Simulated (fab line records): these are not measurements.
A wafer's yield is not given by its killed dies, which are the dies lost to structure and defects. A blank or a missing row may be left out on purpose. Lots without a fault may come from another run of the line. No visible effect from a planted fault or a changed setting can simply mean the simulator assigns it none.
Which tool was responsible? + flow n5-finfet + 10 lots, 29 wafers sampled, at 5 steps of a route of 1938

WHAT THE GAUGES SHOWED, per wafer
N5_SD_EPI_N_CD_MEAS_09: target cd 120 nm.
| lot  | measured    | on        | cd-nm (nm)        |
|------|-------------|-----------|-------------------|
| L160 | day 3 02:28 | cd-sem-03 | 121.5 120.8 120.4 |
| L162 | day 3 19:53 | cd-sem-01 | 119.2 120.7 118.4 |
| L164 | day 4 00:50 | cd-sem-03 | 119.7 119.7 120.6 |
| L166 | day 4 14:16 | cd-sem-01 | 119.8 121.0 120.7 |
| L169 | day 5 11:55 | cd-sem-02 | 119.4 120.3       |
| L171 | day 6 03:42 | cd-sem-03 | 120.0 119.2 120.0 |
| L172 | day 6 07:10 | cd-sem-02 | 119.9 120.4 122.1 |
| L179 | day 7 20:58 | cd-sem-02 | 120.2 117.6 120.0 |
| L180 | day 8 02:46 | cd-sem-03 | 120.4 119.0 120.2 |
| L182 | day 8 14:42 | cd-sem-02 | 119.2 120.0 118.9 |

N5_SD_EPI_N_INSPECT_26: inspects for defects (darkfield).
| lot  | measured    | on                | raw-defect-count |
|------|-------------|-------------------|------------------|
| L160 | day 3 07:04 | defect-inspect-02 | 188 178 167      |
| L162 | day 4 00:39 | defect-inspect-01 | 212 224 200      |
| L164 | day 4 05:37 | defect-inspect-01 | 290 254 193      |
| L166 | day 4 18:25 | defect-inspect-02 | 236 238 230      |
| L169 | day 5 16:41 | defect-inspect-02 | 177 288          |
| L171 | day 6 09:28 | defect-inspect-02 | 177 193 168      |
| L172 | day 6 11:12 | defect-inspect-02 | 264 243 339      |
| L179 | day 8 02:44 | defect-inspect-02 | 230 209 171      |
| L180 | day 8 07:51 | defect-inspect-02 | 465 477 456      |
| L182 | day 8 20:58 | defect-inspect-01 | 480 432 457      |

N5_SD_EPI_P_INSPECT_11: inspects for defects (macro).
| lot  | measured    | on                | raw-defect-count |
|------|-------------|-------------------|------------------|
| L160 | day 3 07:24 | defect-inspect-01 | 1 2 0            |
| L162 | day 4 01:06 | defect-inspect-01 | 4 2 1            |
| L164 | day 4 06:04 | defect-inspect-01 | 4 0 2            |
| L166 | day 4 18:44 | defect-inspect-01 | 3 2 3            |
| L169 | day 5 17:01 | defect-inspect-02 | 3 1              |
| L171 | day 6 09:55 | defect-inspect-01 | 0 1 4            |
| L172 | day 6 11:39 | defect-inspect-02 | 0 5 1            |
| L179 | day 8 03:04 | defect-inspect-01 | 3 1 0            |
| L180 | day 8 08:11 | defect-inspect-01 | >300 281 255     |
| L182 | day 8 21:25 | defect-inspect-02 | 265 292 284      |

WHAT TOOL EACH LOT RAN ON (gives the tool, then ch and the chambers of the sampled wafers, and finally the start)
| lot  | N5_SD_EPI_N_STRIP_38                | N5_SD_EPI_N_PRECLEAN_49            |
|------|-------------------------------------|------------------------------------|
| L160 | plasma-asher-01 ch 0,1, day 3 03:27 | remote-plasma-01 ch 0, day 3 06:11 |
| L162 | plasma-asher-01 ch 0,1, day 3 20:45 | remote-plasma-02 ch 1, day 4 00:12 |
| L164 | plasma-asher-02 ch 0,1, day 4 01:43 | remote-plasma-02 ch 0, day 4 05:10 |
| L166 | plasma-asher-01 ch 0,1, day 4 15:08 | remote-plasma-02 ch 1, day 4 17:51 |
| L169 | plasma-asher-02 ch 0,1, day 5 12:47 | remote-plasma-02 ch 1, day 5 16:14 |
| L171 | plasma-asher-02 ch 0,1, day 6 04:34 | remote-plasma-02 ch 0, day 6 09:01 |
| L172 | plasma-asher-01 ch 0,1, day 6 08:02 | remote-plasma-02 ch 1, day 6 10:49 |
| L179 | plasma-asher-01 ch 0,1, day 7 21:50 | remote-plasma-01 ch 0, day 8 02:17 |
| L180 | plasma-asher-01 ch 0,1, day 8 03:56 | remote-plasma-02 ch 0, day 8 07:25 |
| L182 | plasma-asher-01 ch 0,1, day 8 15:35 | remote-plasma-02 ch 1, day 8 19:07 |
- N5_SD_EPI_N_STRIP_38: strips in N2/H2.
- N5_SD_EPI_N_PRECLEAN_49: cleans in NF3:NH3, afs cycles 1, time 20 s, sublimation time 60 s.

AS READ BY THE TOOLS THEMSELVES (means over the sampled wafers that have a number; for cases with no such wafer, the mark the record gives instead)
N5_SD_EPI_N_STRIP_38.
| lot  | tool            | drypump-motor-current-A (A) | heater-power-w (W) | oes-product-au (a.u.) |
|------|-----------------|-----------------------------|--------------------|-----------------------|
| L160 | plasma-asher-01 | 4.9                         | 344                | 0.759                 |
| L162 | plasma-asher-01 | 4.9                         | 357                | 0.763                 |
| L164 | plasma-asher-02 | 5.6                         | 327                | 0.756                 |
| L166 | plasma-asher-01 | 4.9                         | 349                | 0.759                 |
| L169 | plasma-asher-02 | 5.6                         | 309                | 0.744                 |
| L171 | plasma-asher-02 | 5.6                         | 329                | 0.769                 |
| L172 | plasma-asher-01 | 4.9                         | 352                | 0.765                 |
| L179 | plasma-asher-01 | 4.9                         | 351                | 0.755                 |
| L180 | plasma-asher-01 | 4.9                         | 356                | 0.753                 |
| L182 | plasma-asher-01 | 4.9                         | 345                | 0.758                 |

N5_SD_EPI_N_PRECLEAN_49.
| lot  | tool             | rf-power-w (W) |
|------|------------------|----------------|
| L160 | remote-plasma-01 | 29.99          |
| L162 | remote-plasma-02 | 29.92          |
| L164 | remote-plasma-02 | 30.01          |
| L166 | remote-plasma-02 | 29.93          |
| L169 | remote-plasma-02 | 29.95          |
| L171 | remote-plasma-02 | 29.98          |
| L172 | remote-plasma-02 | 29.95          |
| L179 | remote-plasma-01 | 29.85          |
| L180 | remote-plasma-02 | 30.07          |
| L182 | remote-plasma-02 | 29.97          |

THE ANSWER, worked out from the rows above alone
Rule: usual is defined by the lots themselves. Put in order of their means at a reading, lots are off if they are a third of the lots or fewer, leave a main group of 4 or more, and stand apart from it by a gap of 3 or more times the standard deviation of the main group's means; of several such gaps the widest counts. A main group whose means are all the same, to the digits that the tables above print for the reading, isn't used. A lot without any number at a reading at which 4 lots or more have one is off too. The other lots that the step has rows for count as sound. First the gauges in route order, then the tools' own readings, where a lot's mean is used as printed above. At the first step where some lot is off, the reading lying furthest off is the one used; lots without a number count as furthest.
Off at N5_SD_EPI_N_INSPECT_26 (raw-defect-count): L180, L182. Main group: mean 221, sd 33.
If a tool, at a process step before that reading, ran all the lots that are off and no sound lot after the first of them, it fits. The gauges at N5_SD_EPI_N_INSPECT_26 are tried like those tools. 2 tools fit, plasma-asher-01 at N5_SD_EPI_N_STRIP_38 and remote-plasma-02 at N5_SD_EPI_N_PRECLEAN_49, so this cannot tell which one it is.

WHAT THE SIMULATOR HAD INSERTED
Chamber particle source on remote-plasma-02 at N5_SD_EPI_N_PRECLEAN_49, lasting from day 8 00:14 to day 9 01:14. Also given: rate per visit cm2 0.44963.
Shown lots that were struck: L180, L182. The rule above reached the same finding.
